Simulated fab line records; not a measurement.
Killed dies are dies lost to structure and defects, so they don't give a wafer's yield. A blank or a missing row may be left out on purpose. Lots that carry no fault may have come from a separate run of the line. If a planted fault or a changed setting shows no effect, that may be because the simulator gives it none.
fab line records	flow nand_harc
record lots=13	wafers=39	last_day=34
route steps=1302 shown P_CONTACT@218
lots with no fault: from the same line, run without faults
start_h: start of the lot's first displayed wafer, in hours after the record's first day	wait_h: time in hours since the lot's previous step	" repeats the value in the row above	L1.1+2: a row that stands for several wafers	- no value, or no start given	* or withheld: withheld	< > ~ a bound
route shown NAME@n: NAME is a module with steps in the file, n the number in the route of the first one	usual: average and standard deviation across the fault-free wafers	same: alike in all rows	chamber/n: place in a boat	sites: per-site readings	_std_site: standard deviation across them	_edge_site: mean of outer sites minus mean of inner sites	radius_mm: how far each site lies from the wafer's centre	mask NAME#n: copy n	behind: tool/chamber where the wafer was last shaped	hold: reason for holding the lot/hours on hold/outcome of the hold	device: whichever transistor did not switch (one of n, p or np)	end of line: the same wafers' tests at the end of the route	step lacking rows: just its recipe	killed: not the wafer's yield, but the dies lost to structure and defects at the first sort	map: dies across one wafer; x = killed, . = not, _ = none there
set.NAME: the run value of the setting; set.NAME@STEP: its run value at that earlier step	model.NAME: the simulator's own value behind a step, which no gauge read
steps of the route over a sample of lots; a table a step, a row a wafer
services: the hour from which a tool's chamber was out of use, counted from the record's first day as start_h (under 0 if before that day), plus the number of hours and why
## steps
# step NHARC_P_CONTACT_DEP_00
# recipe target_thk_a=5000	temp_c=400	pressure_torr=6.5	rf_w=900	teos_flow_sccm=161.4	flow_sccm=2650	target_thk_nm=500	gas=O2	material=SiO2
# usual heater_power_w=523/78	susceptor_temp_C=400.01/0.21	throttle_valve_pct=16.1/0.71
lot.wafer	tool	chamber	start_h	wait_h	heater_power_w	susceptor_temp_C	throttle_valve_pct
L553.3	pecvd-04	0	-	-	466	400.01	16.0
L553.2	"	1	"	"	421	400.05	16.9
L553.4	"	0	"	"	503	400.02	15.8
L554.1	pecvd-03	1	-	-	633	399.82	15.7
L554.3	"	0	"	"	499	400.03	15.1
L554.4	"	0	"	"	526	399.88	15.4
L555.3	pecvd-04	0	-	-	588	400.04	16.0
L555.2	"	1	"	"	455	399.97	16.7
L555.6	"	0	"	"	444	400.28	15.9
L556.2	pecvd-03	1	-	-	668	399.76	15.8
L556.3	"	2	"	"	558	399.86	15.2
L556.6	"	2	"	"	589	400.08	14.9
L561.1	pecvd-04	1	-	-	460	399.82	17.3
L561.6	"	0	"	"	553	400.08	16.0
L561.5	"	2	"	"	491	399.65	16.6
L562.3	pecvd-03	0	-	-	526	400.03	15.1
L562.6	"	1	"	"	761	400.21	15.8
L562.4	"	2	"	"	616	400.23	15.4
L563.3	pecvd-04	0	-	-	562	399.96	16.4
L563.4	"	2	"	"	522	400.03	16.7
L563.6	"	0	"	"	575	399.77	15.8
L564.3	pecvd-04	0	-	-	585	400.01	16.3
L564.5	"	0	"	"	597	400.18	16.1
L564.6	"	1	"	"	359	400.11	17.3
L565.2	pecvd-04	0	-	-	577	400.02	16.0
L565.4	"	1	"	"	407	399.82	17.3
L565.6	"	0	"	"	594	399.84	15.9
L566.2	pecvd-04	2	-	-	499	400.11	16.6
L566.5	"	2	"	"	520	400.05	16.6
L566.6	"	1	"	"	352	400.11	17.6
L572.2	pecvd-03	0	-	-	534	400.12	15.6
L572.1	"	1	"	"	644	399.73	16.1
L572.4	"	0	"	"	562	399.82	15.6
L573.1	pecvd-04	0	-	-	495	399.92	16.3
L573.2	"	1	"	"	507	400.26	16.1
L573.4	"	2	"	"	504	399.85	15.7
L576.2	pecvd-01	0	-	-	461	400.18	16.5
L576.6	"	0	"	"	504	400.21	16.9
L576.4	"	1	"	"	465	400.17	15.7
# step NHARC_P_CONTACT_INSPECT_14
# usual raw_defect_count=3.8/2.2
lot.wafer	tool	chamber	start_h	wait_h	raw_defect_count
L553.2	defect_inspect-02	-	131.67	0.0	1
L553.3	"	-	"	"	3
L553.4	"	-	"	"	4
L554.1	defect_inspect-01	-	131.88	0.0	2
L554.3	"	-	"	"	1
L554.4	"	-	"	"	4
L555.2	defect_inspect-02	-	136.29	0.0	6
L555.3	"	-	"	"	5
L555.6	"	-	"	"	3
L556.2	defect_inspect-01	-	141.65	0.0	1
L556.3	"	-	"	"	4
L556.6	"	-	"	"	1
L561.1	defect_inspect-01	-	193.89	0.0	4
L561.5	"	-	"	"	5
L561.6	"	-	"	"	5
L562.3	defect_inspect-01	-	206.11	0.0	7
L562.4	"	-	"	"	3
L562.6	"	-	"	"	1
L563.3	defect_inspect-02	-	221.36	0.0	7
L563.4	"	-	"	"	4
L563.6	"	-	"	"	8
L564.3	defect_inspect-01	-	228.49	0.0	10
L564.5	"	-	"	"	2
L564.6	"	-	"	"	8
L565.2	defect_inspect-01	-	235.43	0.0	1
L565.4	"	-	"	"	3
L565.6	"	-	"	"	1
L566.2	defect_inspect-01	-	260.55	0.0	5
L566.5	"	-	"	"	3
L566.6	"	-	"	"	4
L572.1	defect_inspect-01	-	307.00	0.0	4
L572.2	"	-	"	"	4
L572.4	"	-	"	"	3
L573.1	defect_inspect-02	-	318.55	0.0	3
L573.2	"	-	"	"	6
L573.4	"	-	"	"	6
L576.2	defect_inspect-01	-	344.15	0.0	6
L576.4	"	-	"	"	8
L576.6	"	-	"	"	10
# step NHARC_P_CONTACT_PVD_32
# recipe target_thk_a=50	chamber_pressure_pa=5	power_w=5000	substrate_temp_c=200	time_s=17.7	material=Ti
# usual chamber_pressure_pa=5.001/0.01	throttle_valve_pct=30.4/1.2
lot.wafer	tool	chamber	start_h	wait_h	chamber_pressure_pa	throttle_valve_pct
L553.4	pvd_sputter-01	-	133.43	-	4.996	31.1
L553.2	"	-	"	"	5.031	32.8
L553.3	"	-	"	"	5.005	30.8
L554.1	pvd_sputter-01	-	134.22	-	5.009	32.4
L554.3	"	-	"	"	4.990	30.5
L554.4	"	-	"	"	5.000	30.0
L555.3	pvd_sputter-02	-	138.06	-	5.013	29.7
L555.2	"	-	"	"	5.001	29.0
L555.6	"	-	"	"	5.005	29.1
L556.2	pvd_sputter-02	-	143.63	-	5.008	29.1
L556.3	"	-	"	"	4.998	29.7
L556.6	"	-	"	"	4.998	28.9
L561.1	pvd_sputter-01	-	195.68	-	5.009	32.7
L561.6	"	-	"	"	5.005	32.5
L561.5	"	-	"	"	4.998	30.3
L562.4	pvd_sputter-02	-	207.88	-	5.005	28.7
L562.3	"	-	"	"	5.002	29.6
L562.6	"	-	"	"	5.004	31.0
L562.4	pvd_sputter-02	-	208.13	-	5.008	28.5
L562.3	"	-	"	"	5.006	29.8
L562.6	"	-	"	"	5.006	30.7
L563.4	pvd_sputter-02	-	223.32	-	5.005	30.5
L563.3	"	-	"	"	5.000	29.3
L563.6	"	-	"	"	5.005	28.6
L563.4	pvd_sputter-02	-	223.57	-	4.990	30.6
L563.3	"	-	"	"	5.012	29.9
L563.6	"	-	"	"	4.981	28.3
L564.3	pvd_sputter-03	-	230.43	-	4.997	30.8
L564.6	"	-	"	"	4.990	30.8
L564.5	"	-	"	"	4.990	30.4
L565.2	pvd_sputter-01	-	237.20	-	5.004	29.8
L565.4	"	-	"	"	4.993	30.9
L565.6	"	-	"	"	4.993	30.8
L566.2	pvd_sputter-01	-	262.52	-	5.002	30.9
L566.6	"	-	"	"	5.005	29.7
L566.5	"	-	"	"	5.009	30.9
L572.2	pvd_sputter-02	-	308.77	-	4.997	32.0
L572.1	"	-	"	"	5.005	29.9
L572.4	"	-	"	"	4.996	28.9
L572.2	pvd_sputter-02	-	309.03	-	5.011	31.9
L572.1	"	-	"	"	5.005	29.7
L572.4	"	-	"	"	4.989	28.7
L573.4	pvd_sputter-01	-	320.33	-	5.004	33.7
L573.2	"	-	"	"	4.987	29.9
L573.1	"	-	"	"	5.008	31.0
L576.4	pvd_sputter-03	-	345.92	-	5.009	29.4
L576.2	"	-	"	"	4.986	30.7
L576.6	"	-	"	"	4.975	29.7
# step NHARC_P_CONTACT_INSPECT_27
# usual raw_defect_count=317/130
lot.wafer	tool	chamber	start_h	wait_h	raw_defect_count
L553.2	defect_inspect-01	-	134.81	0.1	154
L553.3	"	-	"	"	141
L553.4	"	-	"	"	202
L554.1	defect_inspect-01	-	135.59	0.1	265
L554.3	"	-	"	"	571
L554.4	"	-	"	"	278
L555.2	defect_inspect-01	-	139.46	0.1	239
L555.3	"	-	"	"	429
L555.6	"	-	"	"	483
L556.2	defect_inspect-01	-	145.57	0.1	467
L556.3	"	-	"	"	724
L556.6	"	-	"	"	677
L561.1	defect_inspect-02	-	197.09	0.1	369
L561.5	"	-	"	"	262
L561.6	"	-	"	"	348
L562.3	defect_inspect-02	-	210.59	0.1	436
L562.4	"	-	"	"	385
L562.6	"	-	"	"	222
L563.3	defect_inspect-01	-	224.96	0.1	232
L563.4	"	-	"	"	290
L563.6	"	-	"	"	212
L564.3	defect_inspect-02	-	231.81	0.1	298
L564.5	"	-	"	"	317
L564.6	"	-	"	"	258
L565.2	defect_inspect-02	-	238.61	0.1	164
L565.4	"	-	"	"	206
L565.6	"	-	"	"	234
L566.2	defect_inspect-02	-	263.88	0.1	550
L566.5	"	-	"	"	485
L566.6	"	-	"	"	281
L572.1	defect_inspect-02	-	310.60	0.1	194
L572.2	"	-	"	"	235
L572.4	"	-	"	"	161
L573.1	defect_inspect-02	-	321.69	0.1	385
L573.2	"	-	"	"	457
L573.4	"	-	"	"	235
L576.2	defect_inspect-02	-	347.27	0.1	293
L576.4	"	-	"	"	158
L576.6	"	-	"	"	157
## services
tool	chamber	start_h	hours	kind
pvd_sputter-03	-	119.39	3.3	repair
pecvd-01	-	130.00	13.0	pm
pvd_sputter-02	-	145.49	0.6	repair
pvd_sputter-03	-	170.04	10.0	pm
pecvd-03	-	185.23	13.0	pm
pecvd-03	0	185.23	13.0	vent_cycle
pecvd-03	1	185.23	13.0	vent_cycle
pecvd-03	2	185.23	13.0	vent_cycle
pecvd-03	0	198.23	-	clean
pvd_sputter-01	-	226.00	10.0	pm
pvd_sputter-02	-	236.49	4.4	repair
pecvd-04	-	269.21	13.0	pm
pecvd-04	0	269.21	13.0	vent_cycle
pecvd-04	1	269.21	13.0	vent_cycle
pecvd-04	2	269.21	13.0	vent_cycle
pvd_sputter-02	-	282.00	10.0	pm
pecvd-04	0	282.21	-	clean
pecvd-04	1	282.21	-	clean
pecvd-04	2	282.21	-	clean
pvd_sputter-02	-	296.03	3.5	repair
pvd_sputter-03	-	297.02	1.9	repair
pecvd-01	-	311.00	13.0	pm
pvd_sputter-02	-	341.99	8.0	repair
pecvd-04	-	344.28	4.8	repair
## key
first_sign step=NHARC_P_CONTACT_PVD_32	reading=visit	direction=added
effect none on later readings
met_at NHARC_P_CONTACT_PVD_32
struck_lots L562,L563,L572
tester_left_out L562,L563,L572
not_acting_at NHARC_P_CONTACT_DEP_00,NHARC_P_CONTACT_INSPECT_14,NHARC_P_CONTACT_INSPECT_27
fault kind=repeated_step_whole	tool=pvd_sputter-01,pvd_sputter-02,pvd_sputter-03	chamber=-	onset_h=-	steps=NHARC_P_CONTACT_PVD_32	times=1	scope=struck_lots_only
# tester_left_out: of these lots the tester's yield and bins aren't shown, on N5 and GAA mostly nor the transistor test; their killed dies are dies lost to structure and defects alone, not to doping, threshold or leakage, so they don't give the yield
